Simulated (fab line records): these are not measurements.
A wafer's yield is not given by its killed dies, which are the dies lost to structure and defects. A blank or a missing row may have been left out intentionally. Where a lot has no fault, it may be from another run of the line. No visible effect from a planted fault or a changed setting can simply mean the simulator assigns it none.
Chamber matching ; flow n5Finfet ; rieDiel-04 running N5_BEOL_M15_ETCH_59: 4 sister chambers
The step etches BARC in N2/H2, target depth 89 nm, overetch 26.7 nm, time 67.9 s. 14 wafers are shown with their chamber, then 7 later ones without.

## WAFERS PAIRED WITH THEIR CHAMBERS
wafer;chamber;drypumpMotorCurrentA (A);showerheadPlenumPTorr (Torr);rfVppV (V)
L357.1;1;6.1;2.64;526.0
L357.2;3;5.3;2.57;525.6
L357.5;2;5.0;2.45;521.2
L359.1;1;6.1;2.64;526.8
L359.2;0;5.1;2.55;525.1
L359.5;3;5.3;2.57;524.6
L364.1;0;5.1;2.54;524.8
L364.2;1;6.2;2.63;526.7
L364.5;2;5.0;2.44;521.1
L366.4;1;6.1;2.63;525.8
L366.5;1;6.1;2.63;526.1
L366.6;0;5.2;2.54;525.6
L372.1;3;5.3;2.56;525.7
L372.2;2;5.0;2.43;519.8

SIGNATURES (averages over the wafers above)
reading;chamber 0;chamber 1;chamber 2;chamber 3;scatter within a chamber
drypumpMotorCurrentA;5.133;6.120;5.000;5.300;0.0383
showerheadPlenumPTorr;2.5433;2.6340;2.4400;2.5667;0.00673
rfVppV;525.167;526.280;520.700;525.300;0.554
Rule: for each reading, subtract the chamber's mean from the wafer's reading, divide by that reading's scatter and square the result; add these up over the readings and take the root, which gives the wafer's distance from the chamber. The wafer belongs to the nearest chamber; if the next one is less than 2 further off, it can't be placed. The scatter is the square root of a quotient: the sum, over the shown wafers, of each reading's squared deviation from its chamber's mean, divided by wafers minus chambers.

## WAFERS WHOSE CHAMBER IS MISSING
wafer;drypumpMotorCurrentA (A);showerheadPlenumPTorr (Torr);rfVppV (V)
L372.5;5.0;2.43;520.8
L379.1;5.1;2.53;524.1
L379.3;5.3;2.56;524.7
L379.6;5.1;2.53;523.3
L377.2;5.0;2.43;521.6
L377.3;5.1;2.53;524.6
L377.6;5.3;2.55;523.1

## THE CHAMBER EACH PASSED THROUGH
wafer;from the rows above;in truth
L372.5;2;2
L379.1;0;0
L379.3;3;3
L379.6;0;0
L377.2;2;2
L377.3;0;0
L377.6;can't be placed: 3 or 0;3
Correct placement for 6 of the 7. Unplaceable from these rows: 1, with the true chamber sitting among the candidates in 1. Wrongly placed: 0.
